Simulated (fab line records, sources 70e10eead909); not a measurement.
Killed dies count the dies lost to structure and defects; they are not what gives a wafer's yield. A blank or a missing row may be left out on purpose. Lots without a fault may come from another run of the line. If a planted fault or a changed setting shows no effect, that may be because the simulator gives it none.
Struck lot and sound lot, side by side / flow nand-harc / 27 out of 1159 route steps
Sound: these wafers, L517.1, L517.3, L517.4. Struck: wafers L534.1, L534.4, L534.6. The cause is given at the end.
At each step with rows: each side's tool, then ch and its chambers, then its first start. Under that, the readings that differ: sound wafers / struck wafers / difference of the means / sigmas: that difference in standard deviations of wafers without a fault.
alike: a reading whose means differ by less than 2 such deviations, as well as words and numbers matching on both sides. not compared: withheld readings; readings where some wafer has no value; bounds like >300 that might hide an equal value; numbers whose values overlap and for which the record gives no deviation.
The two part at a step that has a row with sigmas, a row that says differs or no value, or rows on one side only. Numbers that have no deviation but don't overlap get no sigmas and don't part them. A reading that every wafer of one side lacks parts them only if that side has two wafers or more.

NHARC_P_ZERO_WELL_DESCUM_54: chemistry O2, time 3 s.
  sound on rie-diel-01 ch 0,2,3, day 1 17:38; struck on rie-diel-06 ch 0,1,3, day 5 23:43
reading=oes-product-au (a.u.); sound=0.983 0.989 0.985; struck=1.017 1.001 1.013; difference=+0.025; sigmas=+3
  alike: drypump-motor-current-A, rf-vpp-V, showerhead-plenum-p-Torr, throttle-valve-pct
  not compared: rf-hours-counter-h
then, 5 steps without rows for these wafers: NHARC_P_ZERO_WELL_IMPLANT_55; NHARC_P_ZERO_WELL_IMPLANT_61; NHARC_P_ZERO_WELL_STRIP_56 (strips in SPM, time 840 s); NHARC_P_ZERO_WELL_PRECLEAN_68 (cleans in SC1, time 60 s); NHARC_P_ZERO_WELL_SRD_69.
NHARC_P_ZERO_WELL_RTA_42: time 300 s.
  sound on rtp-anneal-01 ch 0, day 1 18:37; struck on rtp-anneal-02 ch 0, day 6 00:40
reading=lamp_zone_1_pct (%); sound=36 36 36; struck=45 45 45; difference=+9; sigmas=+2
  alike: lamp-power-pct, wafer_temp_C_max
NHARC_P_ZERO_WELL_INSPECT_43:
  sound on defect-inspect-01 at day 1 19:18; struck on defect-inspect-02 at day 6 01:20
  alike: raw-defect-count
then, 4 steps without rows for these wafers: NHARC_P_STI_ETCH_26 (etches SiO2 in dHF, target depth 11 nm); NHARC_P_STI_PRECLEAN_27 (cleans in SC1); NHARC_P_STI_SRD_28; NHARC_P_STI_OXIDE_29 (material SiO2, target thk 10 nm, ox time 1362 s).
NHARC_P_STI_HM_DEP_30: deposits Si3N4, target thk 80 nm, time 873 s.
  sound on lpcvd-02 ch 0, day 2 08:43; struck on lpcvd-02 ch 0, day 6 10:29
  alike: spike-tc-upper-C, zone-power-centre-pct
then, 9 steps without rows for these wafers: NHARC_P_STI_DEHYDRATE_01 (time 120 s); NHARC_P_STI_HMDS_02 (time 30 s); NHARC_P_STI_COAT_41 (time 65 s); NHARC_P_STI_COAT_03 (resist thk 600 nm); NHARC_P_STI_SOFTBAKE_04 (time 70 s); NHARC_P_STI_EBR_05; NHARC_P_STI_EXPOSE_06 (exposes mask P STI, target cd 200 nm); NHARC_P_STI_PEB_07 (peb time 80 s); NHARC_P_STI_DEVELOP_08 (time 50 s).
NHARC_P_STI_CD_MEAS_09: target cd 200 nm.
  sound on cd-sem-01 ch 0, day 2 12:49; struck on cd-sem-03 ch 0, day 6 14:33
  alike: cd-nm
NHARC_P_STI_OVL_MEAS_10:
  sound on overlay-01 at day 2 12:54; struck on overlay-02 at day 6 14:38
  alike: overlay-x-nm, overlay-y-nm
NHARC_P_STI_INSPECT_11:
  sound on defect-inspect-02 at day 2 12:56; struck on defect-inspect-02 at day 6 14:41
reading=raw-defect-count; sound=13 5 1; struck=16 14 20; difference=+10; sigmas=+3
then, 1 step without rows for these wafers: NHARC_P_STI_HARDBAKE_13 (time 65 s).
-- break in the record here, with 18 days between the starts of the struck wafers on either side (left off in module P_STI, picked up again in module END, where the first step shown is number 1159 on the route) --
NHARC_END_SORT_01:
  sound on prober-01 ch 0, day 19 15:03; struck on prober-01 ch 0, day 24 02:58
  alike: killed-at-array, killed-at-other, killed-at-periphery, killed-dies, killed-open, killed-short

WHERE THEY PART
Last at NHARC_P_STI_INSPECT_11 as far as this record goes, first at NHARC_P_ZERO_WELL_DESCUM_54. Later steps at which nothing parts them and some readings are alike: NHARC_END_SORT_01.

WHY: whatever the simulator had introduced
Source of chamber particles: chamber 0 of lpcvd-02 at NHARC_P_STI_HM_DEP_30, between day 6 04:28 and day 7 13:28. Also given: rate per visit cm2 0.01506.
